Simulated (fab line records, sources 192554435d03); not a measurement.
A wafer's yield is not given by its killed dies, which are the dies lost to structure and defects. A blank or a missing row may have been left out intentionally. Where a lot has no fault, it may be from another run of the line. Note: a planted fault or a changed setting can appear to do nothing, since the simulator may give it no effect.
Which of the tools did it? || flow n5-finfet || Sampling: 24 lots, 72 wafers, 5 of 1938 route steps

## WHAT THE GAUGES READ, wafer by wafer
N5_BEOL_M5_CD_MEAS_35: target cd 28 nm, target cd y 24 nm. Usual: cd-nm at 27.9 nm, with a standard deviation of 0.37.
{"lot": "L074", "measured": "day 9 02:13", "on": "cd-sem-02", "cd-nm (nm)": "27.6 27.8 27.9", "flag": ""}
{"lot": "L075", "measured": "day 9 10:59", "on": "cd-sem-01", "cd-nm (nm)": "28.1 28.4 28.2", "flag": ""}
{"lot": "L076", "measured": "day 9 14:13", "on": "cd-sem-03", "cd-nm (nm)": "27.2 27.8 27.8", "flag": ""}
{"lot": "L078", "measured": "day 10 07:31", "on": "cd-sem-02", "cd-nm (nm)": "27.8 28.2 27.7", "flag": ""}
{"lot": "L077", "measured": "day 10 14:31", "on": "cd-sem-02", "cd-nm (nm)": "28.1 28.5 27.5", "flag": ""}
{"lot": "L079", "measured": "day 11 05:47", "on": "cd-sem-02", "cd-nm (nm)": "28.1 28.0 27.4", "flag": ""}
{"lot": "L080", "measured": "day 11 06:28", "on": "cd-sem-01", "cd-nm (nm)": "27.8 28.7 28.3", "flag": ""}
{"lot": "L081", "measured": "day 11 12:41", "on": "cd-sem-02", "cd-nm (nm)": "27.4 28.2 27.8", "flag": ""}
{"lot": "L082", "measured": "day 11 14:38", "on": "cd-sem-02", "cd-nm (nm)": "27.7 27.6 27.9", "flag": ""}
{"lot": "L083", "measured": "day 12 18:34", "on": "cd-sem-02", "cd-nm (nm)": "27.7 27.4 27.5", "flag": ""}
{"lot": "L084", "measured": "day 13 06:22", "on": "cd-sem-02", "cd-nm (nm)": "28.0 27.5 28.0", "flag": ""}
{"lot": "L085", "measured": "day 13 11:56", "on": "cd-sem-03", "cd-nm (nm)": "27.4 28.6 28.1", "flag": ""}
{"lot": "L086", "measured": "day 13 15:30", "on": "cd-sem-03", "cd-nm (nm)": "28.2 27.9 28.2", "flag": ""}
{"lot": "L088", "measured": "day 13 16:02", "on": "cd-sem-02", "cd-nm (nm)": "27.1 27.9 28.2", "flag": ""}
{"lot": "L087", "measured": "day 13 21:38", "on": "cd-sem-03", "cd-nm (nm)": "28.1 27.6 27.4", "flag": ""}
{"lot": "L089", "measured": "day 13 22:40", "on": "cd-sem-02", "cd-nm (nm)": "28.3 27.5 27.7", "flag": ""}
{"lot": "L090", "measured": "day 14 00:49", "on": "cd-sem-03", "cd-nm (nm)": "27.6 28.6 28.0", "flag": ""}
{"lot": "L092", "measured": "day 14 06:49", "on": "cd-sem-01", "cd-nm (nm)": "28.0 27.7 27.9", "flag": ""}
{"lot": "L094", "measured": "day 14 17:46", "on": "cd-sem-02", "cd-nm (nm)": "27.7 28.5 28.3", "flag": ""}
{"lot": "L091", "measured": "day 14 18:09", "on": "cd-sem-02", "cd-nm (nm)": "28.3 27.1 27.6", "flag": ""}
{"lot": "L095", "measured": "day 14 23:40", "on": "cd-sem-01", "cd-nm (nm)": "28.4 27.8 28.3", "flag": ""}
{"lot": "L093", "measured": "day 15 02:47", "on": "cd-sem-01", "cd-nm (nm)": "28.5 27.5 28.5", "flag": ""}
{"lot": "L096", "measured": "day 15 03:46", "on": "cd-sem-03", "cd-nm (nm)": "28.2 28.2 27.7", "flag": ""}
{"lot": "L097", "measured": "day 16 08:35", "on": "cd-sem-02", "cd-nm (nm)": "27.5 27.8 27.8", "flag": ""}

N5_BEOL_M6_THK_MEAS_01. Usual: M6_ILD_THK 154.5 nm, standard deviation 2.3.
{"lot": "L074", "measured": "day 9 12:51", "on": "film-metro-01", "M6_ILD_THK (nm)": "152.0 156.0 155.1", "flag": ""}
{"lot": "L075", "measured": "day 9 18:16", "on": "film-metro-01", "M6_ILD_THK (nm)": "155.6 153.5 160.0", "flag": ""}
{"lot": "L076", "measured": "day 9 22:11", "on": "film-metro-02", "M6_ILD_THK (nm)": "153.9 153.3 153.6", "flag": ""}
{"lot": "L078", "measured": "day 10 16:06", "on": "film-metro-01", "M6_ILD_THK (nm)": "155.4 158.8 158.6", "flag": ""}
{"lot": "L077", "measured": "day 10 22:09", "on": "film-metro-02", "M6_ILD_THK (nm)": "151.8 156.3 155.2", "flag": ""}
{"lot": "L079", "measured": "day 11 15:31", "on": "film-metro-02", "M6_ILD_THK (nm)": "154.1 155.0 154.6", "flag": ""}
{"lot": "L080", "measured": "day 11 15:38", "on": "film-metro-02", "M6_ILD_THK (nm)": "153.1 155.8 157.1", "flag": ""}
{"lot": "L081", "measured": "day 11 20:14", "on": "film-metro-02", "M6_ILD_THK (nm)": "154.2 153.5 155.9", "flag": ""}
{"lot": "L082", "measured": "day 11 22:53", "on": "film-metro-01", "M6_ILD_THK (nm)": "150.9 154.5 152.2", "flag": ""}
{"lot": "L083", "measured": "day 13 02:13", "on": "film-metro-02", "M6_ILD_THK (nm)": "151.8 154.9 156.6", "flag": ""}
{"lot": "L084", "measured": "day 13 14:07", "on": "film-metro-01", "M6_ILD_THK (nm)": "149.4 152.1 151.9", "flag": ""}
{"lot": "L085", "measured": "day 13 19:20", "on": "film-metro-02", "M6_ILD_THK (nm)": "150.9 152.8 152.8", "flag": ""}
{"lot": "L086", "measured": "day 13 23:27", "on": "film-metro-02", "M6_ILD_THK (nm)": "153.7 154.3 159.6", "flag": ""}
{"lot": "L088", "measured": "day 13 23:53", "on": "film-metro-01", "M6_ILD_THK (nm)": "151.7 153.7 154.7", "flag": ""}
{"lot": "L087", "measured": "day 14 05:31", "on": "film-metro-02", "M6_ILD_THK (nm)": "153.5 152.0 153.7", "flag": ""}
{"lot": "L089", "measured": "day 14 08:38", "on": "film-metro-01", "M6_ILD_THK (nm)": "155.3 154.4 158.2", "flag": ""}
{"lot": "L090", "measured": "day 14 10:36", "on": "film-metro-01", "M6_ILD_THK (nm)": "157.0 160.4 156.8", "flag": ""}
{"lot": "L092", "measured": "day 14 15:41", "on": "film-metro-02", "M6_ILD_THK (nm)": "152.0 156.8 153.9", "flag": ""}
{"lot": "L094", "measured": "day 15 00:49", "on": "film-metro-01", "M6_ILD_THK (nm)": "153.1 154.3 155.8", "flag": ""}
{"lot": "L091", "measured": "day 15 04:02", "on": "film-metro-02", "M6_ILD_THK (nm)": "153.9 157.6 157.2", "flag": ""}
{"lot": "L095", "measured": "day 15 07:12", "on": "film-metro-02", "M6_ILD_THK (nm)": "149.9 151.6 153.6", "flag": ""}
{"lot": "L093", "measured": "day 15 10:34", "on": "film-metro-02", "M6_ILD_THK (nm)": "153.0 152.3 156.7", "flag": ""}
{"lot": "L096", "measured": "day 15 11:25", "on": "film-metro-02", "M6_ILD_THK (nm)": "150.8 150.0 154.5", "flag": ""}
{"lot": "L097", "measured": "day 16 16:16", "on": "film-metro-01", "M6_ILD_THK (nm)": "153.1 155.2 156.8", "flag": ""}

N5_BEOL_M6_OVL_MEAS_12. Usual: M6_OVL 0.0 nm, standard deviation 0.7.
{"lot": "L074", "measured": "day 9 13:24", "on": "overlay-02", "M6_OVL (nm)": "-0.5 -1.1 -1.0", "flag": ""}
{"lot": "L075", "measured": "day 9 18:47", "on": "overlay-01", "M6_OVL (nm)": "0.4 0.4 0.8", "flag": ""}
{"lot": "L076", "measured": "day 9 23:05", "on": "overlay-01", "M6_OVL (nm)": "0.1 1.3 0.7", "flag": ""}
{"lot": "L078", "measured": "day 10 17:07", "on": "overlay-01", "M6_OVL (nm)": "-0.8 -0.4 -1.4", "flag": ""}
{"lot": "L077", "measured": "day 10 23:49", "on": "overlay-01", "M6_OVL (nm)": "-0.1 -0.1 0.4", "flag": ""}
{"lot": "L079", "measured": "day 11 17:09", "on": "overlay-01", "M6_OVL (nm)": "-0.7 0.3 0.3", "flag": ""}
{"lot": "L080", "measured": "day 11 17:19", "on": "overlay-02", "M6_OVL (nm)": "0.3 0.3 -1.1", "flag": ""}
{"lot": "L081", "measured": "day 11 21:34", "on": "overlay-01", "M6_OVL (nm)": "0.4 -0.2 0.5", "flag": ""}
{"lot": "L082", "measured": "day 11 23:49", "on": "overlay-02", "M6_OVL (nm)": "0.2 -0.1 -0.2", "flag": ""}
{"lot": "L083", "measured": "day 13 03:53", "on": "overlay-01", "M6_OVL (nm)": "0.0 -0.6 -0.1", "flag": ""}
{"lot": "L084", "measured": "day 13 16:10", "on": "overlay-01", "M6_OVL (nm)": "1.2 1.8 1.7", "flag": ""}
{"lot": "L085", "measured": "day 13 20:37", "on": "overlay-01", "M6_OVL (nm)": "0.0 0.3 0.6", "flag": ""}
{"lot": "L086", "measured": "day 14 01:26", "on": "overlay-02", "M6_OVL (nm)": "-0.4 -1.0 -1.4", "flag": ""}
{"lot": "L088", "measured": "day 14 01:36", "on": "overlay-02", "M6_OVL (nm)": "-0.3 -0.1 0.1", "flag": ""}
{"lot": "L087", "measured": "day 14 06:32", "on": "overlay-01", "M6_OVL (nm)": "-0.4 0.3 -0.7", "flag": ""}
{"lot": "L089", "measured": "day 14 10:25", "on": "overlay-02", "M6_OVL (nm)": "1.1 1.7 -0.2", "flag": ""}
{"lot": "L090", "measured": "day 14 11:16", "on": "overlay-02", "M6_OVL (nm)": "-0.6 -0.7 -0.5", "flag": ""}
{"lot": "L092", "measured": "day 14 16:19", "on": "overlay-01", "M6_OVL (nm)": "0.4 0.1 -0.2", "flag": ""}
{"lot": "L094", "measured": "day 15 01:45", "on": "overlay-01", "M6_OVL (nm)": "-0.3 -0.8 -0.7", "flag": ""}
{"lot": "L091", "measured": "day 15 04:49", "on": "overlay-01", "M6_OVL (nm)": "-0.4 0.1 0.2", "flag": ""}
{"lot": "L095", "measured": "day 15 08:13", "on": "overlay-02", "M6_OVL (nm)": "0.7 0.5 0.2", "flag": ""}
{"lot": "L093", "measured": "day 15 11:33", "on": "overlay-02", "M6_OVL (nm)": "0.7 -0.1 0.3", "flag": ""}
{"lot": "L096", "measured": "day 15 12:02", "on": "overlay-02", "M6_OVL (nm)": "0.5 0.2 0.5", "flag": ""}
{"lot": "L097", "measured": "day 16 18:52", "on": "overlay-02", "M6_OVL (nm)": "-0.2 -0.1 0.2", "flag": ""}

N5_BEOL_M6_CD_MEAS_18: pitch 80 nm, target cd 40 nm. Usual: cd-nm at 39.9 nm, with a standard deviation of 0.57.
{"lot": "L074", "measured": "day 9 13:55", "on": "cd-sem-03", "cd-nm (nm)": "39.9 40.1 39.7", "flag": ""}
{"lot": "L075", "measured": "day 9 19:18", "on": "cd-sem-02", "cd-nm (nm)": "39.5 39.5 38.9", "flag": ""}
{"lot": "L076", "measured": "day 10 00:11", "on": "cd-sem-01", "cd-nm (nm)": "39.6 39.3 38.9", "flag": ""}
{"lot": "L078", "measured": "day 10 17:43", "on": "cd-sem-02", "cd-nm (nm)": "40.0 39.1 40.0", "flag": ""}
{"lot": "L077", "measured": "day 11 00:21", "on": "cd-sem-03", "cd-nm (nm)": "39.3 39.2 39.3", "flag": ""}
{"lot": "L079", "measured": "day 11 17:52", "on": "cd-sem-02", "cd-nm (nm)": "40.7 40.1 39.5", "flag": ""}
{"lot": "L080", "measured": "day 11 18:07", "on": "cd-sem-01", "cd-nm (nm)": "40.2 40.1 40.0", "flag": ""}
{"lot": "L081", "measured": "day 11 22:09", "on": "cd-sem-01", "cd-nm (nm)": "40.2 38.9 40.2", "flag": ""}
{"lot": "L082", "measured": "day 12 00:28", "on": "cd-sem-03", "cd-nm (nm)": "40.4 40.5 40.2", "flag": ""}
{"lot": "L083", "measured": "day 13 04:44", "on": "cd-sem-01", "cd-nm (nm)": "40.4 40.8 39.8", "flag": ""}
{"lot": "L084", "measured": "day 13 16:45", "on": "cd-sem-03", "cd-nm (nm)": "40.2 40.6 40.3", "flag": ""}
{"lot": "L085", "measured": "day 13 21:17", "on": "cd-sem-01", "cd-nm (nm)": "39.3 39.4 39.8", "flag": ""}
{"lot": "L086", "measured": "day 14 02:05", "on": "cd-sem-02", "cd-nm (nm)": "40.3 39.7 40.9", "flag": ""}
{"lot": "L088", "measured": "day 14 02:21", "on": "cd-sem-02", "cd-nm (nm)": "40.7 40.6 39.9", "flag": ""}
{"lot": "L087", "measured": "day 14 07:03", "on": "cd-sem-03", "cd-nm (nm)": "40.2 40.3 40.5", "flag": ""}
{"lot": "L089", "measured": "day 14 11:00", "on": "cd-sem-03", "cd-nm (nm)": "40.0 40.1 40.3", "flag": ""}
{"lot": "L090", "measured": "day 14 11:47", "on": "cd-sem-03", "cd-nm (nm)": "40.3 41.0 40.3", "flag": ""}
{"lot": "L092", "measured": "day 14 16:50", "on": "cd-sem-02", "cd-nm (nm)": "40.3 40.4 40.1", "flag": ""}
{"lot": "L094", "measured": "day 15 02:16", "on": "cd-sem-01", "cd-nm (nm)": "39.7 40.0 39.9", "flag": ""}
{"lot": "L091", "measured": "day 15 05:20", "on": "cd-sem-02", "cd-nm (nm)": "40.7 40.5 39.7", "flag": ""}
{"lot": "L095", "measured": "day 15 09:16", "on": "cd-sem-03", "cd-nm (nm)": "40.7 40.6 41.7", "flag": ""}
{"lot": "L093", "measured": "day 15 12:04", "on": "cd-sem-02", "cd-nm (nm)": "38.9 39.7 39.4", "flag": ""}
{"lot": "L096", "measured": "day 15 12:34", "on": "cd-sem-02", "cd-nm (nm)": "41.3 40.3 40.0", "flag": ""}
{"lot": "L097", "measured": "day 16 19:30", "on": "cd-sem-03", "cd-nm (nm)": "39.8 39.8 39.3", "flag": ""}

## TOOL THAT RAN EACH LOT (tool first, then ch and the chambers of the sampled wafers, then the start)
{"lot": "L074", "N5_BEOL_M6_HM_DEP_02": "pvd-sputter-02, day 9 12:59"}
{"lot": "L075", "N5_BEOL_M6_HM_DEP_02": "pvd-sputter-03, day 9 18:23"}
{"lot": "L076", "N5_BEOL_M6_HM_DEP_02": "pvd-sputter-02, day 9 22:41"}
{"lot": "L078", "N5_BEOL_M6_HM_DEP_02": "pvd-sputter-02, day 10 16:35"}
{"lot": "L077", "N5_BEOL_M6_HM_DEP_02": "pvd-sputter-02, day 10 23:17"}
{"lot": "L079", "N5_BEOL_M6_HM_DEP_02": "pvd-sputter-02, day 11 16:37"}
{"lot": "L080", "N5_BEOL_M6_HM_DEP_02": "pvd-sputter-01, day 11 16:40"}
{"lot": "L081", "N5_BEOL_M6_HM_DEP_02": "pvd-sputter-03, day 11 21:02"}
{"lot": "L082", "N5_BEOL_M6_HM_DEP_02": "pvd-sputter-03, day 11 23:17"}
{"lot": "L083", "N5_BEOL_M6_HM_DEP_02": "pvd-sputter-01, day 13 03:21"}
{"lot": "L084", "N5_BEOL_M6_HM_DEP_02": "pvd-sputter-02, day 13 15:38"}
{"lot": "L085", "N5_BEOL_M6_HM_DEP_02": "pvd-sputter-03, day 13 20:12"}
{"lot": "L086", "N5_BEOL_M6_HM_DEP_02": "pvd-sputter-03, day 14 00:54"}
{"lot": "L088", "N5_BEOL_M6_HM_DEP_02": "pvd-sputter-01, day 14 00:54"}
{"lot": "L087", "N5_BEOL_M6_HM_DEP_02": "pvd-sputter-01, day 14 06:00"}
{"lot": "L089", "N5_BEOL_M6_HM_DEP_02": "pvd-sputter-03, day 14 09:53"}
{"lot": "L090", "N5_BEOL_M6_HM_DEP_02": "pvd-sputter-03, day 14 10:51"}
{"lot": "L092", "N5_BEOL_M6_HM_DEP_02": "pvd-sputter-02, day 14 15:47"}
{"lot": "L094", "N5_BEOL_M6_HM_DEP_02": "pvd-sputter-02, day 15 01:13"}
{"lot": "L091", "N5_BEOL_M6_HM_DEP_02": "pvd-sputter-02, day 15 04:17"}
{"lot": "L095", "N5_BEOL_M6_HM_DEP_02": "pvd-sputter-01, day 15 07:41"}
{"lot": "L093", "N5_BEOL_M6_HM_DEP_02": "pvd-sputter-02, day 15 11:01"}
{"lot": "L096", "N5_BEOL_M6_HM_DEP_02": "pvd-sputter-02, day 15 11:31"}
{"lot": "L097", "N5_BEOL_M6_HM_DEP_02": "pvd-sputter-01, day 16 18:28"}
- N5_BEOL_M6_HM_DEP_02: deposits TiN, target thk 20 nm.

## AS READ BY THE TOOLS THEMSELVES (means over the sampled wafers that have a number; for cases with no such wafer, the mark the record gives instead)
N5_BEOL_M6_HM_DEP_02. Usual: throttle-valve-pct at 29.8 %, with a standard deviation of 0.66.
{"lot": "L074", "tool": "pvd-sputter-02", "throttle-valve-pct (%)": 29.7, "flag": ""}
{"lot": "L075", "tool": "pvd-sputter-03", "throttle-valve-pct (%)": 29.9, "flag": ""}
{"lot": "L076", "tool": "pvd-sputter-02", "throttle-valve-pct (%)": 29.6, "flag": ""}
{"lot": "L078", "tool": "pvd-sputter-02", "throttle-valve-pct (%)": 29.5, "flag": ""}
{"lot": "L077", "tool": "pvd-sputter-02", "throttle-valve-pct (%)": 29.4, "flag": ""}
{"lot": "L079", "tool": "pvd-sputter-02", "throttle-valve-pct (%)": 29.6, "flag": ""}
{"lot": "L080", "tool": "pvd-sputter-01", "throttle-valve-pct (%)": 29.8, "flag": ""}
{"lot": "L081", "tool": "pvd-sputter-03", "throttle-valve-pct (%)": 30.0, "flag": ""}
{"lot": "L082", "tool": "pvd-sputter-03", "throttle-valve-pct (%)": 29.6, "flag": ""}
{"lot": "L083", "tool": "pvd-sputter-01", "throttle-valve-pct (%)": 29.0, "flag": ""}
{"lot": "L084", "tool": "pvd-sputter-02", "throttle-valve-pct (%)": 29.7, "flag": ""}
{"lot": "L085", "tool": "pvd-sputter-03", "throttle-valve-pct (%)": 29.9, "flag": ""}
{"lot": "L086", "tool": "pvd-sputter-03", "throttle-valve-pct (%)": 29.5, "flag": ""}
{"lot": "L088", "tool": "pvd-sputter-01", "throttle-valve-pct (%)": 29.0, "flag": ""}
{"lot": "L087", "tool": "pvd-sputter-01", "throttle-valve-pct (%)": 30.3, "flag": ""}
{"lot": "L089", "tool": "pvd-sputter-03", "throttle-valve-pct (%)": 29.9, "flag": ""}
{"lot": "L090", "tool": "pvd-sputter-03", "throttle-valve-pct (%)": 29.9, "flag": ""}
{"lot": "L092", "tool": "pvd-sputter-02", "throttle-valve-pct (%)": 30.0, "flag": ""}
{"lot": "L094", "tool": "pvd-sputter-02", "throttle-valve-pct (%)": 29.9, "flag": ""}
{"lot": "L091", "tool": "pvd-sputter-02", "throttle-valve-pct (%)": 29.3, "flag": ""}
{"lot": "L095", "tool": "pvd-sputter-01", "throttle-valve-pct (%)": 29.8, "flag": ""}
{"lot": "L093", "tool": "pvd-sputter-02", "throttle-valve-pct (%)": 29.5, "flag": ""}
{"lot": "L096", "tool": "pvd-sputter-02", "throttle-valve-pct (%)": 29.9, "flag": ""}
{"lot": "L097", "tool": "pvd-sputter-01", "throttle-valve-pct (%)": 29.5, "flag": ""}

## THE ANSWER, worked out from the rows above alone
Rule: a lot is off if the mean of its wafers that have a number lies more than 3 standard deviations from the usual mean. Also off: a lot with no number at a reading for which 4 or more lots have one. The other lots that the step has rows for count as sound. Order of review: gauges by route order, followed by the tools' own readings, for which a lot's mean as printed above is used. At the first step where some lot is off, the reading lying furthest off is the one used; lots without a number count as furthest.
Nothing can be told from this: no lot is off at any reading shown.

## WHAT HAD BEEN PUT IN BY THE SIMULATOR
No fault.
